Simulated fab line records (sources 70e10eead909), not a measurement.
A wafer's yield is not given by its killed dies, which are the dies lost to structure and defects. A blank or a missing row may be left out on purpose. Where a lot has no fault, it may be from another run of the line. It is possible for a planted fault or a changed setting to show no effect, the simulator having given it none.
3 desks, one fault + flow nand-harc + only its own numbers are on each desk; what lay behind them is given at the end

== THE METROLOGY DESK ==
Lot by lot, what the gauges showed, no matter which tool ran the lot: averages of those sampled wafers that carry a number. The brackets show how far a lot's mean lies from the usual mean; more than 4 standard deviations puts the lot out of limits, marked OUT.
Columns: A = cd-nm at NHARC_P_BONDPAD_CD_MEAS_13, usual 499.5 nm
| lot  | first seen here | A     |
|------|-----------------|-------|
| L619 | day 6 06:05     | 500.4 |
| L620 | day 7 03:07     | 501.0 |
| L621 | day 7 04:07     | 496.3 |
| L624 | day 7 15:17     | 498.8 |
| L623 | day 7 15:55     | 497.7 |
| L625 | day 8 09:01     | 499.6 |
| L629 | day 9 04:16     | 500.5 |
| L632 | day 9 18:45     | 495.9 |
| L633 | day 10 06:04    | 500.0 |
| L636 | day 10 15:28    | 498.4 |
| L637 | day 10 20:46    | 498.2 |
| L640 | day 11 10:15    | 502.2 |
| L641 | day 12 03:49    | 502.4 |
This desk found nothing out of limits on any of the 13 lots.

== THE TOOL OWNER'S DESK: litho-track-07 ==
The tool's own readings at NHARC_A_ZERO_WELL_SOFTBAKE_05 (time 70 s): means of the sampled wafers that have a number, for each lot that ran on this tool. The brackets show how far a lot's mean lies from the usual mean; more than 4 standard deviations puts the lot out of limits, marked OUT.
Columns: A = chill-plate-temp-C at NHARC_A_ZERO_WELL_SOFTBAKE_05, usual 22.99 C; B = heater-power-total-W at NHARC_A_ZERO_WELL_SOFTBAKE_05, usual 200.7 W
| lot  | first seen here | A     | B                |
|------|-----------------|-------|------------------|
| L620 | day 7 06:00     | 22.98 | 202.1            |
| L624 | day 7 18:00     | 23.05 | 200.9            |
| L625 | day 8 12:00     | 22.93 | 209.7 (+6.5) OUT |
| L632 | day 9 21:00     | 22.91 | 215.3 (+10) OUT  |
| L633 | day 10 09:00    | 23.09 | 216.0 (+11) OUT  |
Finding of this desk: L625, L632, L633 out of limits; the first was L625 at day 8 12:00, on heater-power-total-W at NHARC_A_ZERO_WELL_SOFTBAKE_05. L620, L624: within limits.

== THE DEFECT DESK ==
Inspection counts along the route, by lot: the mean over sampled wafers that carry a number. The brackets show how far a lot's mean lies from the usual mean; more than 4 standard deviations puts the lot out of limits, marked OUT.
Columns: A = raw-defect-count at NHARC_P_BONDPAD_INSPECT_23, usual 350
| lot  | first seen here | A   |
|------|-----------------|-----|
| L619 | day 6 08:20     | 320 |
| L620 | day 7 05:23     | 420 |
| L621 | day 7 06:22     | 232 |
| L624 | day 7 17:37     | 228 |
| L623 | day 7 18:23     | 390 |
| L625 | day 8 11:23     | 283 |
| L629 | day 9 06:35     | 221 |
| L632 | day 9 21:06     | 244 |
| L633 | day 10 08:20    | 388 |
| L636 | day 10 17:44    | 473 |
| L637 | day 10 23:10    | 350 |
| L640 | day 11 12:36    | 430 |
| L641 | day 12 06:08    | 325 |
This desk found nothing out of limits on any of the 13 lots.

== BROUGHT TOGETHER ==
At day 8 12:00, on L625, L632, L633, the tool owner's desk was in a position to raise an alarm.
Metrology desk: nothing out of limits seen.
Nothing the defect desk looked at was out of limits.
The metrology desk holds a record of L625, L632, L633, inside its limits.
The defect desk has L625, L632, L633 on record, within its limits.
Of the lots named, all ran NHARC_A_ZERO_WELL_SOFTBAKE_05 on litho-track-07.

== WHAT THE SIMULATOR HAD INSERTED ==
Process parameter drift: litho-track-07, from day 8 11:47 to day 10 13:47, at NHARC_A_ZERO_WELL_SOFTBAKE_05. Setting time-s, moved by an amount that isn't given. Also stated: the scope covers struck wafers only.
Struck lots among those shown: L625, L632, L633.
How many hours passed from the start of the fault until each desk's first out-of-limits reading: the tool owner's desk, 0.
